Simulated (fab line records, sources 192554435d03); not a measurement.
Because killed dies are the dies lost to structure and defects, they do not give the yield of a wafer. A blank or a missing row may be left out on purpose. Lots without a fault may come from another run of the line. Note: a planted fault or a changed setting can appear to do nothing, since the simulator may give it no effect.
fab line records	flow n5-finfet	part 1 of 2: steps 1 to 17 of 29
record: lots: 5	wafers: 15	last-day: 17
route steps=1938 shown BEOL_M1@760
lots untouched by any fault: they come from a run of this same line in which no faults occurred
start-h: the number of hours between the record's first day and the start of the first shown wafer of the lot	wait-h: how many hours have passed since the lot's step before this one	" repeats the value in the row above	L1.1+2: a row that stands for several wafers	- value missing, or start not given	* or withheld: withheld	< > ~ a bound
route shown NAME@n: names a module that has steps shown in the file, with the first one's number in the route	usual: average and standard deviation across the fault-free wafers	same: alike in all rows	chamber/n: place in a boat	sites: readings site by site	_std_site: their standard deviation	_edge_site: inner sites' mean taken away from outer sites' mean	radius-mm: how far each site lies from the wafer's centre	mask NAME#n: copy n	behind: the tool/chamber that last shaped the wafer	hold: the reason the lot was held/the length of the hold in hours/how it ended	device: the transistor (n, p or np) that didn't switch	end of line: the same wafers' tests at the end of the route	step lacking rows: just its recipe	killed: count of dies lost to structure and defects at first sort (not the wafer's yield)	map: a wafer's dies, x killed, . not, _ none there
set.NAME: the setting as run; set.NAME@STEP: as run at that earlier step	model.NAME: the simulator's own value behind a step, which no gauge read
certain route steps with their lots: each step a table, each wafer a row
services: from which hour (start-h, from the record's first day; less than 0 if before it) a tool's chamber was out of use, for how many hours, and why
== steps ==
step: N5_BEOL_M1_SOFTBAKE_06
recipe: temp-c: 110	time-s: 60	resist: CAR-EUV
usual: heater-power-total-W: 175.2/1.7
lot.wafer	tool	chamber	start-h	wait-h	heater-power-total-W
L076.2	litho-track-01	0	-	-	173.0
L076.3	"	0	"	"	177.5
L076.5	"	0	"	"	173.0
L078.1	litho-track-05	0	-	-	176.1
L078.3	"	0	"	"	173.0
L078.5	"	0	"	"	175.8
L082.1	litho-track-01	0	-	-	173.2
L082.3	"	0	"	"	175.5
L082.4	"	0	"	"	177.3
L084.1	litho-track-05	0	-	-	173.8
L084.3	"	0	"	"	175.8
L084.6	"	0	"	"	173.0
L086.1	litho-track-04	0	-	-	177.3
L086.2	"	0	"	"	173.1
L086.6	"	0	"	"	173.0
step: N5_BEOL_M1_EXPOSE_08
recipe: mask-id: M1	na: 0.33	source-shape: dipole	sigma-inner: 0.369	sigma-outer: 0.767	polarization: unpolarized	dose-mj: 33
same: dipole-opening-deg: 79.7	sigma-outer: 0.767
lot.wafer	tool	chamber	start-h	wait-h	mask
L076.2+3+5	euv-scanner-01	0	129.52	-	M1#0
L078.1+3+5	euv-scanner-02	0	147.65	-	M1#0
L082.1+3+4	euv-scanner-01	0	174.34	-	M1#0
L084.1+3+6	euv-scanner-01	0	191.02	-	M1#0
L086.1+2+6	euv-scanner-01	0	194.67	-	M1#0
step: N5_BEOL_M1_PEB_09
recipe: peb-temp-c: 100	peb-time-s: 60	resist: CAR-EUV
usual: heater-power-total-W: 154.0/1
lot.wafer	tool	chamber	start-h	wait-h	heater-power-total-W
L076.2	litho-track-05	0	129.57	0.0	154.1
L076.3	"	0	"	"	155.3
L076.5	"	0	"	"	154.3
L078.1	litho-track-01	0	147.71	0.1	153.4
L078.3	"	0	"	"	153.9
L078.5	"	0	"	"	152.8
L082.1	litho-track-05	0	174.40	0.1	152.8
L082.3	"	0	"	"	152.8
L082.4	"	0	"	"	153.3
L084.1	litho-track-04	0	191.07	0.1	154.1
L084.3	"	0	"	"	154.8
L084.6	"	0	"	"	152.9
L086.1	litho-track-04	0	194.73	0.1	153.9
L086.2	"	0	"	"	153.7
L086.6	"	0	"	"	155.2
step: N5_BEOL_M1_DEVELOP_10
recipe: develop-time-s: 30	developer: TMAH	resist: CAR-EUV	rinse-liquid: surfactant-rinse	dry: air-spin	dev-temp-c: 23
usual: developer-temp-C: 23.01/0.096
same: develop-time-s: 30
lot.wafer	tool	chamber	start-h	wait-h	developer-temp-C
L076.2	litho-track-05	0	-	-	23.00
L076.3	"	0	"	"	23.14
L076.5	"	0	"	"	22.99
L078.1	litho-track-01	0	-	-	23.16
L078.3	"	0	"	"	23.02
L078.5	"	0	"	"	23.05
L082.1	litho-track-05	0	-	-	23.01
L082.3	"	0	"	"	22.88
L082.4	"	0	"	"	23.06
L084.1	litho-track-04	0	-	-	23.05
L084.3	"	0	"	"	23.05
L084.6	"	0	"	"	23.04
L086.1	litho-track-04	0	-	-	23.06
L086.2	"	0	"	"	23.20
L086.6	"	0	"	"	23.01
step: N5_BEOL_M1_CD_MEAS_11
recipe: target-cd-nm: 17.05	landing-energy-ev: 500	detector: se-inlens	polarity: opening
usual: cd-nm: 16.97/0.24
same: landing-energy-ev: 500
lot.wafer	tool	chamber	start-h	wait-h	cd-nm
L076.2	cd-sem-01	0	129.64	-	17.34
L076.3	"	0	"	"	17.00
L076.5	"	0	"	"	17.09
L078.1	cd-sem-01	0	147.78	-	16.49
L078.3	"	0	"	"	16.88
L078.5	"	0	"	"	17.03
L082.1	cd-sem-03	0	174.47	-	16.56
L082.3	"	0	"	"	16.95
L082.4	"	0	"	"	16.94
L084.1	cd-sem-03	0	191.14	-	16.87
L084.3	"	0	"	"	16.84
L084.6	"	0	"	"	16.94
L086.1	cd-sem-02	0	194.80	-	17.06
L086.2	"	0	"	"	16.69
L086.6	"	0	"	"	16.79
step: N5_BEOL_M1_OVL_MEAS_12
recipe: points-per-wafer: 522
usual: M1_OVL: -0.6/0.85
lot.wafer	tool	chamber	start-h	wait-h	M1_OVL[nm]
L076.2	overlay-02	0	129.68	0.0	0.4
L076.3	"	0	"	"	1.6
L076.5	"	0	"	"	0.2
L078.1	overlay-01	0	147.84	0.1	-0.6
L078.3	"	0	"	"	-1.9
L078.5	"	0	"	"	-0.4
L082.1	overlay-01	0	174.50	0.0	0.4
L082.3	"	0	"	"	0.3
L082.4	"	0	"	"	0.0
L084.1	overlay-01	0	191.19	0.1	-0.4
L084.3	"	0	"	"	-0.6
L084.6	"	0	"	"	0.6
L086.1	overlay-01	0	194.84	0.0	0.1
L086.2	"	0	"	"	-0.1
L086.6	"	0	"	"	0.0
step: N5_BEOL_M1_INSPECT_13
recipe: mode: adi	inspect-instrument: brightfield
usual: raw-defect-count: 408/94
lot.wafer	tool	chamber	start-h	wait-h	raw-defect-count
L076.2	defect-inspect-01	-	129.73	0.0	521
L076.3	"	-	"	"	343
L076.5	"	-	"	"	484
L078.1	defect-inspect-02	-	147.90	0.1	438
L078.3	"	-	"	"	431
L078.5	"	-	"	"	364
L082.1	defect-inspect-01	-	174.55	0.1	394
L082.3	"	-	"	"	322
L082.4	"	-	"	"	358
L084.1	defect-inspect-01	-	191.25	0.1	631
L084.3	"	-	"	"	546
L084.6	"	-	"	"	457
L086.1	defect-inspect-02	-	194.90	0.1	470
L086.2	"	-	"	"	378
L086.6	"	-	"	"	488
step: N5_BEOL_M1_DESCUM_16
recipe: chemistry: O2	time-s: 7	source-power-w: 50	bias-power-w: 20	pressure-mtorr: 20	rf-frequency-hz: 2.712e+07	temp-c: 40	resist: CAR-EUV	o2-flow-sccm: 225
usual: bias-power-w: 20.00/0.056	drypump-motor-current-A: 5.7/0.35	oes-product-au: 0.79/0.08	rf-fwd-power-W: 49.44/0.21	rf-vpp-V: 243.4/1.5	showerhead-plenum-p-Torr: 2.10/0.083	temp-c: 40.01/0.11	throttle-valve-pct: 20.4/0.34
lot.wafer	tool	chamber	start-h	wait-h	bias-power-w	drypump-motor-current-A	oes-product-au	rf-fwd-power-W	rf-hours-counter-h	rf-vpp-V	showerhead-plenum-p-Torr	temp-c	throttle-valve-pct
L076.2	rie-diel-06	2	129.76	0.0	19.96	5.2	0.93	49.26	9	243.9	2.12	40.09	19.8
L076.3	"	1	"	"	20.02	5.5	0.69	49.66	212	244.2	2.15	40.01	20.5
L076.5	"	2	"	"	19.97	5.2	0.93	48.93	-	244.7	2.12	40.08	19.8
L078.1	rie-diel-02	0	147.93	0.0	20.02	5.7	0.67	49.46	231	243.0	2.08	40.11	20.8
L078.3	"	1	"	"	20.04	5.4	0.80	49.28	119	241.1	2.03	39.96	20.2
L078.5	"	1	"	"	20.04	5.4	0.80	49.49	-	243.1	2.03	40.10	20.2
L082.1	rie-diel-02	3	174.59	0.0	19.97	5.9	0.75	49.71	164	244.7	2.20	39.86	20.6
L082.3	"	2	"	"	20.12	5.7	0.76	49.47	133	241.7	1.93	40.05	20.5
L082.4	"	0	"	"	19.96	5.8	0.67	49.29	235	242.2	2.08	40.11	20.8
L084.1	rie-diel-02	0	191.29	0.0	20.03	5.7	0.67	49.38	238	241.8	2.08	40.18	20.8
L084.3	"	1	"	"	19.96	5.4	0.79	49.27	127	241.6	2.02	39.95	20.2
L084.6	"	0	"	"	20.01	5.8	0.67	49.67	-	244.6	2.08	40.18	20.9
L086.1	rie-diel-02	3	195.17	0.3	19.89	5.9	0.74	49.57	169	245.4	2.20	39.95	20.6
L086.2	"	1	"	"	20.05	5.4	0.78	49.51	128	240.5	2.02	39.98	20.2
L086.6	"	3	"	"	19.93	5.9	0.75	49.66	-	245.4	2.20	39.98	20.6
step: N5_BEOL_M1_ETCH_74
recipe: chemistry: N2/H2	target: underlayer	target-depth-a: 65	mask-material: CAR-EUV	time-s: 5.2	ion-energy-ev: 200	pressure-mtorr: 30	source-w: 840	bias-w: 150	n2-flow-sccm: 200	h2-flow-sccm: 200	ends: cleared
usual: drypump-motor-current-A: 5.7/0.35	etch-rf-on-time-s: 5.12/0.17	oes-product-au: 0.68/0.068	rf-fwd-power-W: 819.6/2.5	rf-vpp-V: 524/3.2	showerhead-plenum-p-Torr: 2.55/0.11	throttle-valve-pct: 17.8/0.31
lot.wafer	tool	chamber	start-h	wait-h	drypump-motor-current-A	etch-rf-on-time-s	oes-product-au	rf-fwd-power-W	rf-hours-counter-h	rf-vpp-V	showerhead-plenum-p-Torr	throttle-valve-pct
L076.2	rie-diel-06	2	129.80	0.0	5.2	5.23	0.78	820.3	9	526	2.61	17.4
L076.3	"	1	"	"	5.5	5.17	0.60	821.7	212	525	2.61	17.8
L076.5	"	2	"	"	5.2	5.21	0.79	817.8	-	525	2.61	17.4
L078.1	rie-diel-02	0	147.97	0.0	5.8	5.30	0.57	819.4	231	522	2.53	18.4
L078.3	"	1	"	"	5.4	5.05	0.68	823.4	119	522	2.47	17.7
L078.5	"	1	"	"	5.4	5.07	0.67	820.9	-	521	2.47	17.7
L082.1	rie-diel-02	3	174.62	0.0	5.9	5.10	0.64	817.0	165	528	2.64	17.8
L082.3	"	2	"	"	5.7	5.01	0.67	819.8	133	516	2.32	17.7
L082.4	"	0	"	"	5.8	5.22	0.58	816.9	235	525	2.53	18.4
L084.1	rie-diel-02	0	191.32	0.0	5.8	5.27	0.57	820.3	238	521	2.53	18.4
L084.3	"	1	"	"	5.4	5.09	0.67	820.8	127	522	2.46	17.8
L084.6	"	0	"	"	5.8	5.29	0.57	817.0	-	520	2.53	18.4
L086.1	rie-diel-02	3	195.21	0.0	5.9	5.09	0.64	820.6	169	524	2.64	17.8
L086.2	"	1	"	"	5.4	5.07	0.67	821.0	128	520	2.46	17.7
L086.6	"	3	"	"	5.8	5.13	0.64	822.2	-	526	2.64	17.8
step: N5_BEOL_M1_ETCH_63
recipe: chemistry: CF4	target: SiARC	target-depth-a: 156	mask-material: CAR-EUV	time-s: 26	ion-energy-ev: 80	pressure-mtorr: 40	source-w: 545	bias-w: 36	Ar_flow_sccm: 100	cf4-flow-sccm: 100	ends: cleared
usual: drypump-motor-current-A: 5.7/0.35	etch-rf-on-time-s: 25.7/0.81	oes-product-au: 0.68/0.069	rf-fwd-power-W: 532.6/2.4	rf-vpp-V: 184.0/1.2	showerhead-plenum-p-Torr: 2.15/0.074	throttle-valve-pct: 15.52/0.23
lot.wafer	tool	chamber	start-h	wait-h	drypump-motor-current-A	etch-rf-on-time-s	oes-product-au	rf-fwd-power-W	rf-hours-counter-h	rf-vpp-V	showerhead-plenum-p-Torr	throttle-valve-pct
L076.2	rie-diel-06	2	129.81	0.0	5.2	26.1	0.79	531.4	9	183.7	2.20	15.18
L076.3	"	1	"	"	5.4	26.3	0.59	533.8	212	184.5	2.18	15.62
L076.5	"	2	"	"	5.2	26.1	0.80	530.5	-	185.0	2.20	15.20
L078.1	rie-diel-02	0	147.98	0.0	5.8	26.7	0.57	530.4	231	184.0	2.13	15.91
L078.3	"	1	"	"	5.4	25.3	0.68	531.5	119	183.7	2.09	15.47
L078.5	"	1	"	"	5.4	25.4	0.68	531.3	-	181.5	2.09	15.48
L082.1	rie-diel-02	3	174.64	0.0	5.8	26.0	0.64	534.4	165	184.6	2.20	15.47
L082.3	"	2	"	"	5.6	25.7	0.67	532.1	133	183.2	1.98	15.59
L082.4	"	0	"	"	5.8	26.3	0.57	530.3	235	184.1	2.12	15.90
L084.1	rie-diel-02	0	191.34	0.0	5.7	26.6	0.57	529.8	238	184.6	2.12	15.92
L084.3	"	1	"	"	5.4	25.7	0.67	530.6	127	182.8	2.08	15.48
L084.6	"	0	"	"	5.8	26.5	0.57	530.4	-	183.4	2.12	15.94
L086.1	rie-diel-02	3	195.22	0.0	5.9	25.9	0.63	533.1	169	184.3	2.20	15.47
L086.2	"	1	"	"	5.4	25.7	0.66	532.7	128	181.8	2.08	15.49
L086.6	"	3	"	"	5.8	26.0	0.63	533.7	-	185.4	2.20	15.49
step: N5_BEOL_M1_ETCH_64
recipe: chemistry: N2/H2	target: SOC	target-depth-a: 750	overetch-a: 150	mask-material: SiARC	temp-c: 40	time-s: 112.5	ion-energy-ev: 200	pressure-mtorr: 30	source-w: 840	bias-w: 150	n2-flow-sccm: 200	h2-flow-sccm: 200
usual: drypump-motor-current-A: 5.7/0.35	oes-product-au: 0.62/0.061	rf-fwd-power-W: 837.3/2.5	rf-vpp-V: 524.1/2.8	showerhead-plenum-p-Torr: 2.55/0.11	temp-c: 39.99/0.1	throttle-valve-pct: 17.7/0.31
lot.wafer	tool	chamber	start-h	wait-h	drypump-motor-current-A	oes-product-au	rf-fwd-power-W	rf-hours-counter-h	rf-vpp-V	showerhead-plenum-p-Torr	temp-c	throttle-valve-pct
L076.2	rie-diel-06	2	129.84	0.0	5.2	0.74	837.8	9	523.9	2.61	40.13	17.4
L076.3	"	1	"	"	5.5	0.56	838.9	212	526.3	2.61	39.93	17.8
L076.5	"	2	"	"	5.2	0.74	836.9	-	525.4	2.61	40.13	17.4
L078.1	rie-diel-02	0	148.01	0.0	5.8	0.53	835.9	231	523.9	2.54	40.16	18.4
L078.3	"	1	"	"	5.4	0.62	842.7	119	521.6	2.47	40.12	17.7
L078.5	"	1	"	"	5.4	0.62	843.4	-	522.0	2.47	40.13	17.7
L082.1	rie-diel-02	3	174.67	0.0	5.9	0.60	837.1	165	526.1	2.64	39.91	17.8
L082.3	"	2	"	"	5.7	0.62	831.5	133	518.2	2.32	39.94	17.6
L082.4	"	0	"	"	5.8	0.54	838.3	235	522.8	2.53	40.06	18.4
L084.1	rie-diel-02	0	191.37	0.0	5.8	0.53	840.7	238	522.4	2.53	40.07	18.4
L084.3	"	1	"	"	5.4	0.61	836.4	127	521.8	2.46	39.79	17.7
L084.6	"	0	"	"	5.8	0.53	843.0	-	522.2	2.53	40.05	18.4
L086.1	rie-diel-02	3	195.25	0.0	5.9	0.59	836.5	169	526.5	2.64	40.02	17.8
L086.2	"	1	"	"	5.4	0.61	839.5	128	522.2	2.46	40.02	17.7
L086.6	"	3	"	"	5.9	0.59	839.2	-	526.8	2.64	40.02	17.8
step: N5_BEOL_M1_STRIP_65
recipe: chemistry: N2/H2	temp-c: 40	n2-flow-sccm: 200	h2-flow-sccm: 200	rf-frequency-hz: 6e+07
lot.wafer	tool	chamber	start-h	wait-h
L076.2+3+5	rie-diel-06	2,1,2	129.95	0.1
L078.1+3+5	rie-diel-02	0,1,1	148.12	0.1
L082.1+3+4	rie-diel-02	3,2,0	174.78	0.1
L084.1+3+6	rie-diel-02	0,1,0	191.47	0.1
L086.1+2+6	rie-diel-02	3,1,3	195.36	0.1
step: N5_BEOL_M1_STRIP_75
recipe: chemistry: N2/H2	temp-c: 40	n2-flow-sccm: 200	h2-flow-sccm: 200	rf-frequency-hz: 6e+07
lot.wafer	tool	chamber	start-h	wait-h
L076.2+3+5	rie-diel-06	2,1,2	129.96	0.0
L078.1+3+5	rie-diel-02	0,1,1	148.13	0.0
L082.1+3+4	rie-diel-02	3,2,0	174.79	0.0
L084.1+3+6	rie-diel-02	0,1,0	191.48	0.0
L086.1+2+6	rie-diel-02	3,1,3	195.37	0.0
step: N5_BEOL_M1_STRIP_66
recipe: chemistry: CF4	resist: SiARC	power-w: 300	bias-power-w: 75	pressure-mtorr: 50	cf4-flow-sccm: 150	rf-frequency-hz: 6e+07
usual: bias-power-w: 75.00/0.21	drypump-motor-current-A: 5.7/0.35	oes-product-au: 0.78/0.076	rf-fwd-power-W: 292.6/0.88	rf-vpp-V: 271.4/1.8	showerhead-plenum-p-Torr: 1.79/0.064	throttle-valve-pct: 13.49/0.23
lot.wafer	tool	chamber	start-h	wait-h	bias-power-w	drypump-motor-current-A	oes-product-au	rf-fwd-power-W	rf-hours-counter-h	rf-vpp-V	showerhead-plenum-p-Torr	throttle-valve-pct
L076.2	rie-diel-06	2	129.97	0.0	75.17	5.2	0.92	291.5	9	271.6	1.84	13.11
L076.3	"	1	"	"	74.82	5.5	0.69	292.3	212	272.0	1.82	13.59
L076.5	"	2	"	"	75.08	5.2	0.92	291.6	-	272.4	1.83	13.10
L078.1	rie-diel-02	0	148.14	0.0	75.20	5.7	0.67	293.0	231	269.8	1.77	13.85
L078.3	"	1	"	"	74.99	5.4	0.77	293.4	119	270.6	1.75	13.47
L078.5	"	1	"	"	75.14	5.4	0.77	293.2	-	269.5	1.75	13.46
L082.1	rie-diel-02	3	174.80	0.0	75.04	5.9	0.74	293.9	165	272.7	1.84	13.49
L082.3	"	2	"	"	74.72	5.6	0.77	292.5	133	268.8	1.65	13.50
L082.4	"	0	"	"	74.61	5.8	0.67	292.2	235	271.2	1.77	13.86
L084.1	rie-diel-02	0	191.49	0.0	75.30	5.8	0.67	291.1	238	270.2	1.77	13.87
L084.3	"	1	"	"	74.78	5.4	0.77	293.0	127	269.5	1.75	13.46
L084.6	"	0	"	"	75.28	5.8	0.66	292.7	-	271.6	1.77	13.88
L086.1	rie-diel-02	3	195.38	0.0	74.64	5.8	0.73	293.8	169	271.7	1.84	13.48
L086.2	"	1	"	"	75.15	5.4	0.76	291.5	128	269.0	1.75	13.47
L086.6	"	3	"	"	74.78	5.8	0.73	292.8	-	274.3	1.84	13.47
step: N5_BEOL_M1_HM_OPEN_17
recipe: chemistry: Cl2/BCl3	target-depth-a: 200	overetch-a: 60	target: TiN	mask-material: SOC	ion-energy-ev: 150	pressure-mtorr: 10	icp-w: 1000	bias-w: 126	Cl2_flow_sccm: 53.25	bcl3-flow-sccm: 21.75	Ar_flow_sccm: 25
usual: drypump-motor-current-A: 5.8/0.38	oes-product-au: 0.63/0.093	rf-fwd-power-W: 992/4.2	throttle-valve-pct: 22.20/0.26
lot.wafer	tool	chamber	start-h	wait-h	drypump-motor-current-A	oes-product-au	rf-fwd-power-W	rf-hours-counter-h	throttle-valve-pct
L076.2	rie-metal-02	0	130.01	0.0	6.1	0.61	996	70	22.59
L076.3	"	0	"	"	6.2	0.61	992	-	22.61
L076.5	"	0	"	"	6.2	0.60	995	-	22.62
L078.1	rie-metal-02	1	148.18	0.0	6.0	0.52	988	119	22.29
L078.3	"	1	"	"	6.0	0.52	991	-	22.29
L078.5	"	1	"	"	6.0	0.52	985	-	22.28
L082.1	rie-metal-03	1	174.84	0.0	5.7	0.64	990	59	22.10
L082.3	"	0	"	"	5.8	0.66	991	-	21.82
L082.4	"	1	"	"	5.7	0.65	992	-	22.12
L084.1	rie-metal-02	1	191.53	0.0	6.0	0.51	986	121	22.30
L084.3	"	1	"	"	6.0	0.52	992	-	22.28
L084.6	"	0	"	"	6.2	0.61	995	-	22.61
L086.1	rie-metal-03	1	195.47	0.1	5.7	0.64	993	60	22.13
L086.2	"	0	"	"	5.7	0.66	991	41	21.82
L086.6	"	0	"	"	5.7	0.66	988	-	21.84
step: N5_BEOL_M1_STRIP_19
recipe: chemistry: O2	power-w: 400	temp-c: 40	pressure-mtorr: 30	rf-frequency-hz: 6e+07	bias-power-w: 0	overash-fraction: 0.2	o2-flow-sccm: 225
usual: drypump-motor-current-A: 5.7/0.33	oes-product-au: 0.79/0.079	rf-vpp-V: 3.6/0.48	showerhead-plenum-p-Torr: 2.10/0.094	temp-c: 40.01/0.11	throttle-valve-pct: 16.64/0.28
same: bias-power-w: 0
lot.wafer	tool	chamber	start-h	wait-h	drypump-motor-current-A	oes-product-au	rf-hours-counter-h	rf-vpp-V	showerhead-plenum-p-Torr	temp-c	throttle-valve-pct
L076.2	rie-diel-03	0	130.12	0.1	6.2	0.82	103	3.6	2.14	40.15	16.44
L076.3	"	3	"	"	5.2	0.93	17	3.1	2.20	40.15	16.31
L076.5	"	1	"	"	5.8	0.72	-	2.9	2.18	40.00	17.26
L078.1	rie-diel-06	3	148.29	0.1	5.4	0.93	19	4.1	2.02	40.02	16.36
L078.3	"	0	"	"	6.2	0.82	76	4.2	2.12	39.95	16.46
L078.5	"	0	"	"	6.3	0.82	-	3.6	2.12	39.83	16.46
L082.1	rie-diel-02	3	174.95	0.1	5.9	0.76	165	3.9	2.20	40.09	16.78
L082.3	"	0	"	"	5.8	0.68	235	3.1	2.08	39.89	17.03
L082.4	"	1	"	"	5.4	0.80	123	3.4	2.03	39.97	16.50
L084.1	rie-diel-03	0	191.72	0.2	6.1	0.82	115	3.2	2.13	40.06	16.48
L084.3	"	1	"	"	5.8	0.72	218	3.6	2.18	40.09	17.27
L084.6	"	0	"	"	6.2	0.82	-	4.1	2.13	40.05	16.46
L086.1	rie-diel-06	0	195.59	0.1	6.3	0.81	86	3.5	2.12	39.91	16.48
L086.2	"	3	"	"	5.4	0.91	30	3.0	2.02	40.00	16.40
L086.6	"	1	"	"	5.5	0.68	-	3.8	2.15	40.09	16.81
step: N5_BEOL_M1_CD_MEAS_18
recipe: pitch-nm: 36	target-cd-nm: 18
usual: cd-nm: 18.3/0.4
lot.wafer	tool	chamber	start-h	wait-h	cd-nm
L076.2	cd-sem-02	-	130.19	0.1	18.2
L076.3	"	-	"	"	18.1
L076.5	"	-	"	"	18.5
L078.1	cd-sem-02	-	148.36	0.0	18.3
L078.3	"	-	"	"	18.7
L078.5	"	-	"	"	18.4
L082.1	cd-sem-02	-	175.02	0.0	18.7
L082.3	"	-	"	"	18.5
L082.4	"	-	"	"	18.4
L084.1	cd-sem-01	-	191.79	0.0	18.2
L084.3	"	-	"	"	18.2
L084.6	"	-	"	"	18.1
L086.1	cd-sem-03	-	195.66	0.0	18.2
L086.2	"	-	"	"	18.3
L086.6	"	-	"	"	18.2
